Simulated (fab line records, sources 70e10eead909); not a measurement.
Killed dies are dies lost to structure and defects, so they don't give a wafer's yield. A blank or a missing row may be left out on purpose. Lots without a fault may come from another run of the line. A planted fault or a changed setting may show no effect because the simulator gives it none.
fab line records | flow nand_harc
record lots=6 wafers=17 last_day=31
route steps=1302 shown P_GATE@157 END@1302
lots that met no fault: from a run of the same line without faults
start_h: hours from the record's first day to the start of the lot's first wafer shown | wait_h: hours since the lot's step before | " the same as in the row above | L1.1+2: a row that stands for several wafers | - no value, or no start given | * or withheld: withheld | < > ~ a bound
route shown NAME@n: a module of which the file shows steps, and the number in the route of the first | usual: mean/standard deviation of fault-free wafers | same: alike in all rows | chamber/n: place in a boat | sites: the reading at each site | _std_site: their standard deviation | _edge_site: outer sites' mean less inner sites' | radius_mm: how far each site lies from the wafer's centre | mask NAME#n: copy n | behind: the tool/chamber that last shaped the wafer | hold: why the lot was held/for how many hours/how that ended | device: the transistor (n, p or np) that didn't switch | end of line: the same wafers' tests at the end of the route | a step without rows: its recipe alone | killed: dies lost to structure and defects at the first sort, not the wafer's yield | map: a wafer's dies, x killed, . not, _ none there
set.NAME: the setting as run; set.NAME@STEP: as run at that earlier step | model.NAME: the simulator's own value behind a step, which no gauge read
lots at some steps of the route; a table a step, a row a wafer
services: from which hour (start_h, from the record's first day; less than 0 if before it) a tool's chamber was out of use, for how many hours, and why
## steps
# step NHARC_P_GATE_STRIP_101
# recipe time_s=20 o2_flow_sccm=500 ar_flow_sccm=0 bias_w=0 chemistry=O2
# usual drypump_motor_current_A=5.9/0.42 oes_product_au=1.000/0.011 rf_vpp_V=58.0/0.83 showerhead_plenum_p_Torr=3.59/0.11 throttle_valve_pct=17.036/0.0092
# same time_s=20
# columns lot.wafer tool chamber start_h wait_h drypump_motor_current_A oes_product_au rf_hours_counter_h rf_vpp_V showerhead_plenum_p_Torr throttle_valve_pct
L478.1 rie_diel-02 3 112.58 0.1 6.1 1.017 3.4 58.2 3.58 17.037
L478.4 " 0 " " 6.1 1.005 3.9 59.0 3.71 17.048
L478.3 " 2 " " 6.1 1.002 4.0 58.0 3.69 17.039
L483.2 rie_diel-04 3 156.27 0.1 6.0 0.999 6.6 59.0 3.78 17.031
L483.1 " 1 " " 5.0 1.004 5.5 57.4 3.46 17.039
L483.6 " 2 " " 6.5 0.998 - 59.0 3.53 17.038
L488.4 rie_diel-02 1 207.72 0.1 6.1 1.011 8.6 57.7 3.55 17.035
L488.3 " 2 " " 6.1 0.999 7.7 58.3 3.69 17.043
L488.5 " 0 " " 6.1 1.006 - 59.3 3.71 17.046
L490.2 rie_diel-11 2 231.87 0.1 5.7 0.993 8.7 56.0 3.62 17.023
L490.4 " 1 " " 5.2 1.000 8.7 59.3 3.61 17.031
L490.6 " 2 " " 5.7 1.001 - 58.1 3.62 17.051
L496.1 rie_diel-11 1 282.19 0.1 5.1 1.011 0.1 58.5 3.61 17.053
L496.6 " 2 " " 5.7 1.009 - 57.7 3.62 17.040
L496.5 " 3 " " 6.5 0.999 - 57.0 3.48 17.026
L497.1 rie_diel-11 2 294.86 0.1 5.7 1.007 1.5 58.3 3.62 17.046
L497.2 " 0 " " 5.7 0.999 1.4 57.7 3.40 17.036
# step NHARC_P_GATE_PRECLEAN_97
# recipe time_s=600 temp_c=120 chemistry=SPM
# step NHARC_P_GATE_SRD_98
# step NHARC_P_GATE_PRECLEAN_99
# recipe time_s=* temp_c=50 bath_age_min=0 chemistry=SC1
# step NHARC_P_GATE_SRD_100
# step NHARC_P_GATE_DEHYDRATE_38
# recipe temp_c=150 time_s=120
# step NHARC_P_GATE_HMDS_39
# recipe time_s=30
# step NHARC_P_GATE_COAT_40
# recipe spin_rpm=3000
# step NHARC_P_GATE_SOFTBAKE_41
# recipe temp_c=122 time_s=95
# step NHARC_P_GATE_EBR_42
# step NHARC_P_GATE_EXPOSE_43
# recipe na=0.6 target_cd_nm=720 dose_mj=14.81 mask_id=P_NSD
# step NHARC_P_GATE_PEB_44
# recipe peb_temp_c=118 peb_time_s=85
# step NHARC_P_GATE_DEVELOP_45
# recipe time_s=70
# columns lot.wafer tool chamber start_h wait_h
L478.1+3+4 litho_track-02 0 113 -
L483.1+2+6 litho_track-03 0 157 -
L488.3+4+5 litho_track-02 0 208 -
L490.2+4+6 litho_track-03 0 232 -
L496.1+5+6 litho_track-02 0 283 -
L497.1+2 litho_track-02 0 295 -
# step NHARC_P_GATE_HARDBAKE_47
# recipe temp_c=125 time_s=80
# step NHARC_P_GATE_DESCUM_48
# recipe time_s=3 o2_flow_sccm=200 ar_flow_sccm=0 bias_power_w=0 chemistry=O2
# usual drypump_motor_current_A=5.9/0.41 oes_product_au=1.002/0.011 rf_vpp_V=58.0/0.85 showerhead_plenum_p_Torr=1.96/0.064 throttle_valve_pct=11.313/0.0096
# same bias_power_w=0 time_s=3
# columns lot.wafer tool chamber start_h wait_h drypump_motor_current_A oes_product_au rf_hours_counter_h rf_vpp_V showerhead_plenum_p_Torr throttle_valve_pct model.P_GATE.cd_nm
L478.3 rie_diel-02 0 113.69 - 6.0 1.002 3.9 57.6 2.02 11.314 718.1
L478.1 " 1 " " 6.1 1.004 4.4 56.2 1.93 11.309 717.8
L478.4 " 2 " " 6.1 0.996 4.0 58.4 2.01 11.294 719.3
L483.2 rie_diel-04 3 157.35 - 6.1 0.991 6.7 57.8 2.06 11.307 721.7
L483.1 " 1 " " 4.9 0.997 5.5 57.7 1.88 11.308 722
L483.6 " 3 " " 6.0 0.997 - 58.0 2.06 11.322 721.2
L488.3 rie_diel-04 0 208.68 - 6.1 0.990 0.4 58.2 2.04 11.328 718.2
L488.4 " 1 " " 4.9 1.016 0.4 57.8 1.87 11.319 717.1
L488.5 " 3 " " 6.0 0.986 - 58.2 2.06 11.317 719.4
L490.4 rie_diel-04 3 232.84 - 6.0 0.986 1.6 59.1 2.06 11.307 721.4
L490.2 " 1 " " 4.9 1.010 2.4 58.7 1.87 11.300 721.9
L490.6 " 3 " " 6.0 0.994 - 58.9 2.06 11.306 721.4
L496.1 rie_diel-04 2 283.27 - 6.5 0.984 4.6 57.5 1.91 11.321 719.7
L496.5 " 2 " " 6.5 0.994 - 58.7 1.91 11.315 717.3
L496.6 " 3 " " 6.1 0.989 - 57.5 2.06 11.316 123.6
L497.2 rie_diel-02 3 295.96 - 6.1 1.024 5.0 58.0 1.94 11.329 119.1
L497.1 " 1 " " 6.1 1.008 5.6 57.8 1.93 11.307 718.1
# step NHARC_P_GATE_IMPLANT_49
# recipe energy_kev=30 dose_cm2=3e+15 tilt_deg=7
# step NHARC_P_GATE_STRIP_111
# recipe power_w=1500 temp_c=110 time_s=250 chemistry=N2/H2
# step NHARC_P_GATE_STRIP_75
# recipe power_w=1500 temp_c=250 chemistry=O2
# usual drypump_motor_current_A=5.7/0.36 heater_power_w=344/18
# columns lot.wafer tool chamber start_h wait_h drypump_motor_current_A heater_power_w rf_hours_counter_h
L478.1 plasma_asher-02 0 114.36 0.2 5.2 345 5
L478.3 " 0 " " 5.2 349 -
L478.4 " 1 " " 5.9 358 -
L483.2 plasma_asher-02 0 158.02 0.2 5.2 352 21
L483.1 " 1 " " 5.9 352 21
L483.6 " 0 " " 5.3 347 -
L488.4 plasma_asher-01 1 209.36 0.2 5.5 363 -
L488.3 " 0 " " 6.1 312 -
L488.5 " 1 " " 5.5 365 -
L490.2 plasma_asher-02 0 233.49 0.2 5.2 357 41
L490.4 " 0 " " 5.2 349 -
L490.6 " 0 " " 5.2 332 -
L496.1 plasma_asher-02 0 283.94 0.3 5.2 350 6
L496.5 " 0 " " 5.2 346 -
L496.6 " 1 " " 5.9 366 -
L497.2 plasma_asher-02 1 296.63 0.3 5.9 346 8
L497.1 " 0 " " 5.2 359 8
# step NHARC_P_GATE_STRIP_50
# recipe time_s=900 temp_c=130 chemistry=SPM
# step NHARC_P_GATE_DEHYDRATE_51
# recipe temp_c=150 time_s=120
# step NHARC_P_GATE_HMDS_52
# recipe time_s=30
# step NHARC_P_GATE_COAT_53
# recipe spin_rpm=3000
# step NHARC_P_GATE_SOFTBAKE_54
# recipe temp_c=122 time_s=95
# step NHARC_P_GATE_EBR_55
# step NHARC_P_GATE_EXPOSE_56
# recipe na=0.6 target_cd_nm=720 dose_mj=14.81 mask_id=P_PSD
# step NHARC_P_GATE_PEB_57
# recipe peb_temp_c=118 peb_time_s=85
# step NHARC_P_GATE_DEVELOP_58
# recipe time_s=70
# step NHARC_P_GATE_HARDBAKE_60
# recipe temp_c=125 time_s=80
# step NHARC_P_GATE_DESCUM_61
# recipe time_s=3 o2_flow_sccm=200 ar_flow_sccm=0 bias_power_w=0 chemistry=O2
# usual drypump_motor_current_A=5.9/0.43 oes_product_au=1.000/0.01 rf_vpp_V=57.9/0.85 showerhead_plenum_p_Torr=1.95/0.061 throttle_valve_pct=11.312/0.0094
# same bias_power_w=0 time_s=3
# columns lot.wafer tool chamber start_h wait_h drypump_motor_current_A oes_product_au rf_hours_counter_h rf_vpp_V showerhead_plenum_p_Torr throttle_valve_pct
L478.4 rie_diel-02 2 115.44 - 6.1 1.005 4.0 58.2 2.01 11.311
L478.1 " 3 " " 6.1 1.014 3.4 56.6 1.94 11.313
L478.3 " 0 " " 6.0 1.007 3.9 57.0 2.02 11.328
L483.1 rie_diel-02 1 159.10 - 6.1 1.001 6.4 57.2 1.93 11.318
L483.2 " 2 " " 6.1 1.004 5.9 58.6 2.01 11.304
L483.6 " 2 " " 6.1 1.006 - 57.4 2.01 11.304
L488.3 rie_diel-04 3 210.45 - 6.0 0.983 0.4 57.6 2.06 11.319
L488.4 " 0 " " 6.1 0.990 0.4 58.0 2.04 11.313
L488.5 " 3 " " 6.1 0.983 - 57.2 2.06 11.324
L490.2 rie_diel-04 1 234.45 - 4.9 1.004 2.6 57.5 1.87 11.310
L490.4 " 2 " " 6.5 0.984 2.0 58.8 1.91 11.304
L490.6 " 1 " " 4.9 1.002 - 58.6 1.87 11.305
L496.1 rie_diel-11 0 285.04 - 5.7 0.995 0.1 57.5 1.84 11.299
L496.6 " 0 " " 5.7 0.988 - 57.5 1.84 11.332
L496.5 " 2 " " 5.7 0.996 - 57.3 1.97 11.314
L497.1 rie_diel-02 0 297.73 - 6.0 1.000 4.9 58.5 2.01 11.323
L497.2 " 1 " " 6.1 1.002 5.6 58.7 1.93 11.314
# step NHARC_P_GATE_IMPLANT_62
# recipe energy_kev=20 dose_cm2=3e+15 tilt_deg=7
# step NHARC_P_GATE_STRIP_112
# recipe power_w=1500 temp_c=110 time_s=200 chemistry=N2/H2
# usual drypump_motor_current_A=5.7/0.36 heater_power_w=92/4.7
# same time_s=200
# columns lot.wafer tool chamber start_h wait_h drypump_motor_current_A heater_power_w rf_hours_counter_h
L478.1 plasma_asher-02 0 115.98 0.4 5.2 92 5
L478.4 " 0 " " 5.2 92 -
L478.3 " 1 " " 5.9 96 -
L483.2 plasma_asher-02 1 159.55 0.2 5.9 97 22
L483.1 " 0 " " 5.3 95 22
L483.6 " 0 " " 5.2 93 -
L488.3 plasma_asher-01 0 210.89 0.2 6.2 85 -
L488.4 " 1 " " 5.5 95 -
L488.5 " 0 " " 6.2 84 -
L490.2 plasma_asher-01 0 234.82 0.2 6.2 87 11
L490.4 " 0 " " 6.2 86 -
L490.6 " 1 " " 5.5 96 -
L496.1 plasma_asher-01 0 285.49 0.2 6.1 83 24
L496.6 " 0 " " 6.2 84 -
L496.5 " 1 " " 5.5 96 -
L497.1 plasma_asher-02 0 298.09 0.2 5.2 93 8
L497.2 " 1 " " 5.9 94 8
# step NHARC_P_GATE_STRIP_76
# recipe power_w=1500 temp_c=250 chemistry=O2
# usual drypump_motor_current_A=5.7/0.36 heater_power_w=344/19
# columns lot.wafer tool chamber start_h wait_h drypump_motor_current_A heater_power_w rf_hours_counter_h
L478.1 plasma_asher-02 0 116.24 0.2 5.2 355 5
L478.4 " 0 " " 5.3 356 -
L478.3 " 1 " " 5.9 354 -
L483.2 plasma_asher-02 1 159.81 0.2 5.9 357 22
L483.1 " 0 " " 5.2 345 22
L483.6 " 0 " " 5.2 344 -
L488.3 plasma_asher-01 0 211.08 0.2 6.1 312 -
L488.4 " 1 " " 5.5 361 -
L488.5 " 0 " " 6.1 314 -
L490.2 plasma_asher-01 0 235.08 0.2 6.2 315 12
L490.4 " 0 " " 6.1 312 -
L490.6 " 1 " " 5.5 348 -
L496.1 plasma_asher-01 0 285.75 0.2 6.2 313 25
L496.6 " 0 " " 6.1 316 -
L496.5 " 1 " " 5.5 364 -
L497.1 plasma_asher-02 0 298.35 0.2 5.3 348 8
L497.2 " 1 " " 5.9 357 8
# step NHARC_P_GATE_STRIP_63
# recipe time_s=900 temp_c=130 chemistry=SPM
# step NHARC_P_GATE_DEHYDRATE_83
# recipe temp_c=150 time_s=120
# step NHARC_P_GATE_HMDS_84
# recipe time_s=30
# step NHARC_P_GATE_COAT_85
# recipe spin_rpm=3000
# step NHARC_P_GATE_SOFTBAKE_86
# recipe temp_c=122 time_s=95
# step NHARC_P_GATE_EBR_87
# step NHARC_P_GATE_EXPOSE_88
# recipe na=0.6 target_cd_nm=2000 dose_mj=11.87 mask_id=P_HVN
# step NHARC_P_GATE_PEB_89
# recipe peb_temp_c=118 peb_time_s=85
# step NHARC_P_GATE_DESCUM_93
# recipe time_s=3 o2_flow_sccm=200 ar_flow_sccm=0 bias_power_w=0 chemistry=O2
# usual drypump_motor_current_A=5.9/0.45 oes_product_au=0.999/0.0092 rf_vpp_V=57.8/0.9 showerhead_plenum_p_Torr=1.94/0.065 throttle_valve_pct=11.312/0.0098
# same bias_power_w=0 time_s=3
# columns lot.wafer tool chamber start_h wait_h drypump_motor_current_A oes_product_au rf_hours_counter_h rf_vpp_V showerhead_plenum_p_Torr throttle_valve_pct model.P_GATE.cd_nm
L478.4 rie_diel-11 0 117.21 - 5.6 0.993 1 57.4 1.84 11.320 2000
L478.1 " 1 " " 5.1 0.985 1 57.2 1.97 11.310 2000
L478.3 " 2 " " 5.7 0.983 1 57.7 1.97 11.296 1999
L483.1 rie_diel-04 3 160.77 - 6.0 0.994 7 57.2 2.06 11.305 2000
L483.2 " 1 " " 4.9 1.011 6 58.4 1.87 11.319 2000
L483.6 " 1 " " 4.9 1.008 - 58.0 1.87 11.324 1998
L488.4 rie_diel-02 3 212.02 - 6.1 1.013 8 58.6 1.94 11.296 2001
L488.3 " 0 " " 6.0 0.992 9 58.0 2.02 11.306 2000
L488.5 " 3 " " 6.2 1.017 - 57.9 1.94 11.298 2000
L490.4 rie_diel-11 0 236.05 - 5.7 1.002 9 57.8 1.84 11.298 1998
L490.2 " 2 " " 5.7 0.999 9 58.6 1.97 11.322 1998
L490.6 " 3 " " 6.4 0.988 - 57.7 1.88 11.309 1998
L496.1 rie_diel-04 1 286.88 - 5.0 1.006 5 57.8 1.87 11.308 2001
L496.5 " 2 " " 6.5 1.001 - 55.9 1.91 11.303 1998
L496.6 " 3 " " 6.1 0.998 - 58.6 2.06 11.293 123.6
L497.2 rie_diel-11 2 299.44 - 5.7 1.000 2 59.6 1.97 11.317 119.1
L497.1 " 3 " " 6.4 0.985 0 57.3 1.88 11.311 1999
# step NHARC_END_SORT_01
# recipe temp_c=25
# usual killed_at_array=55/22 killed_at_other=1.1/1.4 killed_at_periphery=4/3.2 killed_dies=59/22 killed_open=3.3/1.8 killed_short=2.5/1.5
# same gross_dies=677
# columns lot.wafer tool chamber start_h wait_h killed_at_array killed_at_other killed_at_periphery killed_dies killed_open killed_short
L478.1 prober-02 0 559.71 2.5 86 0 10 96 4 3
L478.3 prober-02 0 561.33 3.1 82 0 3 85 2 2
L478.4 prober-02 0 562.14 3.4 64 0 6 70 4 4
L496.6 prober-02 0 724.57 4.0 44 1 632 677 4 3
L497.2 prober-02 0 744.04 2.8 70 2 605 677 3 2
# killed by level:class
L478.1 A_CHANNEL_HOLE_D2:chamber_film_flake=37 A_SLIT:chamber_film_flake=20 A_CHANNEL_HOLE_D1:chamber_film_flake=12 A_CONTACT:chamber_film_flake=7 P_CONTACT:chamber_film_flake=4 P_ZERO_WELL:chamber_film_flake=3 A_CHANNEL_FILL_D1:chamber_film_flake=2 A_WL_FILL:chamber_film_flake=2
L478.3 A_CHANNEL_HOLE_D1:chamber_film_flake=26 A_CHANNEL_HOLE_D2:chamber_film_flake=22 A_SLIT:chamber_film_flake=19 A_WL_FILL:chamber_film_flake=8 P_GATE:geometric_particle:short=1 A_BLC:geometric_particle:short=1 A_BLC:geometric_particle:open=1 A_M0:geometric_particle:open=1
L478.4 A_SLIT:chamber_film_flake=25 A_CHANNEL_HOLE_D1:chamber_film_flake=8 A_CONTACT:chamber_film_flake=8 A_CHANNEL_HOLE_D2:chamber_film_flake=7 A_CHANNEL_FILL_D1:chamber_film_flake=5 A_WL_FILL:chamber_film_flake=5 P_CONTACT:chamber_film_flake=2 P_STI:geometric_particle:short=1
L496.6 P_GATE:area_develop=619 A_CHANNEL_HOLE_D1:chamber_film_flake=32 P_GATE:chamber_film_flake=4 P_CONTACT:chamber_film_flake=4 A_CONTACT:chamber_film_flake=4 P_M2:chamber_film_flake=3 A_SLIT:chamber_film_flake=2 P_M1:geometric_particle:open=1
L497.2 P_GATE:area_develop=603 A_SLIT:chamber_film_flake=34 A_CHANNEL_HOLE_D2:chamber_film_flake=14 A_CHANNEL_HOLE_D1:chamber_film_flake=10 A_DECK1_JOINT:chamber_film_flake=3 A_CONTACT:chamber_film_flake=3 THIN_TSV:chamber_film_flake=2 P_CONTACT:geometric_particle:open=1
# map L496.6 (x killed, . not)
____________x____________
_________xxxxxxx_________
_______xxxxxxxxxxx_______
______xxxxxxxxxxxxx______
_____xxxxxxxxxxxxxxx_____
____xxxxxxxxxxxxxxxxx____
____xxxxxxxxxxxxxxxxx____
___xxxxxxxxxxxxxxxxxxx___
___xxxxxxxxxxxxxxxxxxx___
__xxxxxxxxxxxxxxxxxxxxx__
__xxxxxxxxxxxxxxxxxxxxx__
_xxxxxxxxxxxxxxxxxxxxxxx_
_xxxxxxxxxxxxxxxxxxxxxxx_
_xxxxxxxxxxxxxxxxxxxxxxx_
_xxxxxxxxxxxxxxxxxxxxxxx_
_xxxxxxxxxxxxxxxxxxxxxxx_
xxxxxxxxxxxxxxxxxxxxxxxxx
xxxxxxxxxxxxxxxxxxxxxxxxx
xxxxxxxxxxxxxxxxxxxxxxxxx
xxxxxxxxxxxxxxxxxxxxxxxxx
xxxxxxxxxxxxxxxxxxxxxxxxx
_xxxxxxxxxxxxxxxxxxxxxxx_
_xxxxxxxxxxxxxxxxxxxxxxx_
_xxxxxxxxxxxxxxxxxxxxxxx_
_xxxxxxxxxxxxxxxxxxxxxxx_
_xxxxxxxxxxxxxxxxxxxxxxx_
__xxxxxxxxxxxxxxxxxxxxx__
__xxxxxxxxxxxxxxxxxxxxx__
___xxxxxxxxxxxxxxxxxxx___
___xxxxxxxxxxxxxxxxxxx___
____xxxxxxxxxxxxxxxxx____
____xxxxxxxxxxxxxxxxx____
_____xxxxxxxxxxxxxxx_____
______xxxxxxxxxxxxx______
_______xxxxxxxxxxx_______
_________xxxxxxx_________
____________x____________
# map L497.2 (x killed, . not)
____________x____________
_________xxxxxxx_________
_______xxxxxxxxxxx_______
______xxxxxxxxxxxxx______
_____xxxxxxxxxxxxxxx_____
____xxxxxxxxxxxxxxxxx____
____xxxxxxxxxxxxxxxxx____
___xxxxxxxxxxxxxxxxxxx___
___xxxxxxxxxxxxxxxxxxx___
__xxxxxxxxxxxxxxxxxxxxx__
__xxxxxxxxxxxxxxxxxxxxx__
_xxxxxxxxxxxxxxxxxxxxxxx_
_xxxxxxxxxxxxxxxxxxxxxxx_
_xxxxxxxxxxxxxxxxxxxxxxx_
_xxxxxxxxxxxxxxxxxxxxxxx_
_xxxxxxxxxxxxxxxxxxxxxxx_
xxxxxxxxxxxxxxxxxxxxxxxxx
xxxxxxxxxxxxxxxxxxxxxxxxx
xxxxxxxxxxxxxxxxxxxxxxxxx
xxxxxxxxxxxxxxxxxxxxxxxxx
xxxxxxxxxxxxxxxxxxxxxxxxx
_xxxxxxxxxxxxxxxxxxxxxxx_
_xxxxxxxxxxxxxxxxxxxxxxx_
_xxxxxxxxxxxxxxxxxxxxxxx_
_xxxxxxxxxxxxxxxxxxxxxxx_
_xxxxxxxxxxxxxxxxxxxxxxx_
__xxxxxxxxxxxxxxxxxxxxx__
__xxxxxxxxxxxxxxxxxxxxx__
___xxxxxxxxxxxxxxxxxxx___
___xxxxxxxxxxxxxxxxxxx___
____xxxxxxxxxxxxxxxxx____
____xxxxxxxxxxxxxxxxx____
_____xxxxxxxxxxxxxxx_____
______xxxxxxxxxxxxx______
_______xxxxxxxxxxx_______
_________xxxxxxx_________
____________x____________
## services
# columns tool chamber start_h hours kind
litho_track-03 - 100.00 7.0 pm
rie_diel-04 0 107.90 - clean
plasma_asher-02 - 121.79 2.8 repair
plasma_asher-01 - 130.34 4.3 repair
rie_diel-11 - 140.23 0.4 repair
rie_diel-11 0 144.15 2.5 repair
rie_diel-04 - 150.49 0.3 repair
rie_diel-04 0 160.06 3.8 repair
plasma_asher-01 - 169.52 9.0 pm
rie_diel-04 0 177.21 5.0 repair
rie_diel-04 - 177.90 9.0 pm
rie_diel-04 - 195.30 0.2 repair
rie_diel-02 - 216.70 9.0 pm
litho_track-02 - 227.00 7.0 pm
plasma_asher-02 - 249.36 9.0 pm
plasma_asher-02 0 249.36 9.0 vent_cycle
plasma_asher-02 1 249.36 9.0 vent_cycle
rie_diel-11 - 255.50 9.0 pm
plasma_asher-02 0 258.36 - clean
plasma_asher-02 1 258.36 - clean
rie_diel-02 1 270.43 9.6 repair
litho_track-03 - 275.00 7.0 pm
rie_diel-04 - 279.08 1.6 repair
rie_diel-11 3 283.33 15.0 repair
## key
first_sign step=NHARC_END_SORT_01 reading=killed_at_periphery direction=up sigmas=99+ usual=4 struck=618
effect step=NHARC_END_SORT_01 reading=killed_dies direction=up sigmas=28 usual=59 struck=677
model_effect step=NHARC_P_GATE_DESCUM_48 value=P_GATE.cd_nm without=719.5 struck=121.3
model_effect step=NHARC_P_GATE_DESCUM_93 value=P_GATE.cd_nm without=2000 struck=121.3
more_kills_born_at NHARC_P_GATE_DEVELOP_45@litho_track-02=1222
met_at NHARC_P_GATE_DEVELOP_45
struck_wafers L496.6,L497.2
later_rows_left_out L496.6,L497.2
tester_left_out L496,L497
onset_between 208 283
fault kind=process_parameter_drift tool=litho_track-02 chamber=- onset_h=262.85 steps=NHARC_P_GATE_DEVELOP_45 channel=time_s offset=* shape=step end_h=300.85 scope=struck_wafers_only acts_in=* stated=*
# tester_left_out: of these lots the tester's yield and bins aren't shown, on N5 and GAA mostly nor the transistor test; their killed dies are dies lost to structure and defects alone, not to doping, threshold or leakage, so they don't give the yield
# later_rows_left_out: the simulator's readings of these wafers behind a module that went badly wrong aren't trusted and aren't shown, but for the sort
